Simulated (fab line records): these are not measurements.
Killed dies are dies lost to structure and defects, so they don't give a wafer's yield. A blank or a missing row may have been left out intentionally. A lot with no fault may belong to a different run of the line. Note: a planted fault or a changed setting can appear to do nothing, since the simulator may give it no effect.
Problem report, 8D (eight disciplines) form, completed by code -- flow nand-harc -- the parts of the form that need people (team, actions taken, sign-off) are left out

## 1. THE ISSUE
A mean of 44.0 s is read at NHARC_A_DECK1_JOINT_ETCHBACK_00 for run-length-s, taken on 1 wafer of 1 lot, against 38.7 s (standard deviation 0.46) on wafers free of any fault. That puts it +12 standard deviations away from the usual mean.
The step: etches the open film in HBr, target depth 30 nm, time 17.4 s.
Earliest sighting: wafer L831.3 on rie-si-04 at day 17 06:08. The record has a number at this step for 36 wafers belonging to 12 lots. The rule behind "out" and "out of limits": a value lying over 4 standard deviations away from the usual mean. The other wafers with a number count as sound.

## 2. WHAT IT IS, WHAT IT ISN'T
question,is,is not
which readings at this step,run-length-s,"chamber-pressure-mTorr, drypump-motor-current-A, oes-product-au, throttle-valve-pct"
which lots,L831,"L818, L819, L822, L823, L824, L825, L836, L837, L839, L840, L841"
which wafers of those lots,L831.3,"L831.5, L831.6"
read on which tools,rie-si-04,"rie-si-03, rie-si-05"
when,from day 17 06:08,"up to then (20 sound wafers); but 15 sound wafers of L836, L837, L839, L840, L841 came after"

## 3. SUSPECTS, AND WHAT RULES EACH OUT
Counting: a tool at a process step up to the reading stays a suspect if it ran every lot that is out. Sound lots after the first of them don't rule it out here, since some wafers of a struck lot are sound.
- rie-diel-05 at NHARC_A_CHANNEL_FILL_D1_STRIP_29 (strips in O2, time 20 s): kept. The lot that is out, L831, ran on it at day 16 19:23; the last sound lot it ran before that was L825, at day 14 10:44. NHARC_A_CHANNEL_FILL_D1_STRIP_29: start missing for some lots; hours and lot order therefore follow NHARC_A_CHANNEL_FILL_D1_INSPECT_13.
- rie-si-04 at NHARC_A_DECK1_JOINT_ETCHBACK_00 (etches the open film in HBr, target depth 30 nm, time 17.4 s): kept. The lot that is out, L831, ran on it at day 17 06:08; the last sound lot it ran before that was L825, at day 14 21:29. Its own run-length-s readings are out on those wafers.
- Within rie-diel-05 at NHARC_A_CHANNEL_FILL_D1_STRIP_29: the wafers that are out ran in chamber 1; their sound lot-mates ran in chambers 2, 3.
- Within rie-si-04 at NHARC_A_DECK1_JOINT_ETCHBACK_00: the wafers that are out ran in chamber 0; their sound lot-mates ran in chambers 1, 2.
What counting leaves: rie-diel-05 at NHARC_A_CHANNEL_FILL_D1_STRIP_29 and rie-si-04 at NHARC_A_DECK1_JOINT_ETCHBACK_00.

## 4. THE CAUSE (what the simulator had put in)
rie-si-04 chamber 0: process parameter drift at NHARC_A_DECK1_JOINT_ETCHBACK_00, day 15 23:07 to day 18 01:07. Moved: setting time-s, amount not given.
Of the 2 suspects that counting leaves, this tool is one.

## 5. THE EFFECT CHAIN, in route order
Rows list readings where the struck wafers' mean (over those with a number) sits beyond 3 standard deviations from the usual. Scope: only readings with a usual standard deviation given in the record; hours: median across lots of the time from each lot's start at the first step in this table that gives one to its start at this step; sigmas: change in usual standard deviations.
hours,step,reading,usual,on struck wafers,change,sigmas
0,NHARC_A_DECK1_JOINT_ETCHBACK_00,run-length-s,38.7 s,44.0,+5.3,+12
Here are the process steps it includes:
- NHARC_A_DECK1_JOINT_ETCHBACK_00: etches the open film in HBr, target depth 30 nm, time 17.4 s.

## 6. HOW IT WOULD HAVE BEEN CAUGHT EARLIER
The fault began at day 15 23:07; the first out-of-limits reading in this record came at day 17 06:08, 31 hours later.
